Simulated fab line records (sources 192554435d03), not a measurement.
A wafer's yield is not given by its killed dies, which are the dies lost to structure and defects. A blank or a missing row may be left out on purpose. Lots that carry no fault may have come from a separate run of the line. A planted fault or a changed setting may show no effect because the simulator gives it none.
Matching of chambers	flow n5Finfet	pecvd-01 running N5_BEOL_M0_SAQP_PECVD_03: 3 sister chambers
The step deposits SiCN from 3MS/NH3, target thk 12 nm, time 21.1 s. 16 wafers are shown with their chamber, then 8 later ones without.

== EACH WAFER AND ITS CHAMBER ==
wafer	chamber	throttleValvePct (%)	showerheadPlenumPTorr (Torr)
L077.2	1	10.0	3.668
L077.3	0	8.8	3.667
L077.6	0	8.8	3.664
L080.1	2	9.3	3.655
L080.2	1	9.8	3.675
L080.3	0	8.8	3.654
L080.4	1	9.8	3.660
L080.5	2	9.5	3.659
L080.6	0	8.7	3.654
L082.1	0	8.4	3.671
L082.2	1	9.4	3.665
L082.3	2	9.6	3.668
L082.4	2	9.2	3.677
L082.5	1	9.8	3.669
L082.6	0	8.8	3.663
L084.1	1	9.9	3.662

SIGNATURES (means of the wafers above)
reading	chamber 0	chamber 1	chamber 2	scatter within a chamber
throttleValvePct	8.717	9.783	9.400	0.183
showerheadPlenumPTorr	3.66217	3.66650	3.66475	0.0072
Rule: for each reading, subtract the chamber's mean from the wafer's reading, divide by that reading's scatter and square the result; add these up over the readings and take the root, which gives the wafer's distance from the chamber. The wafer belongs to the nearest chamber; if the next one is less than 2 further off, it can't be placed. The scatter: take each reading less its chamber's mean, square it, sum over the shown wafers, divide by the number of wafers less the number of chambers, and take the root.

== WAFERS WITH NO CHAMBER GIVEN ==
wafer	throttleValvePct (%)	showerheadPlenumPTorr (Torr)
L084.2	8.5	3.659
L084.5	9.5	3.662
L089.1	9.8	3.661
L089.2	8.8	3.658
L089.5	9.6	3.665
L095.2	10.0	3.665
L095.5	9.6	3.665
L095.6	8.5	3.672

== WHICH CHAMBER EACH WENT THROUGH ==
wafer	from the rows above	in truth
L084.2	0	0
L084.5	can't be placed: 2 or 1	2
L089.1	can't be placed: 1 or 2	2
L089.2	0	0
L089.5	can't be placed: 1 or 2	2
L095.2	1	1
L095.5	can't be placed: 1 or 2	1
L095.6	0	0
Correct placement for 4 of the 8. These rows do not allow placing 4 (true chamber among the candidates in 4). Wrongly placed: 0.
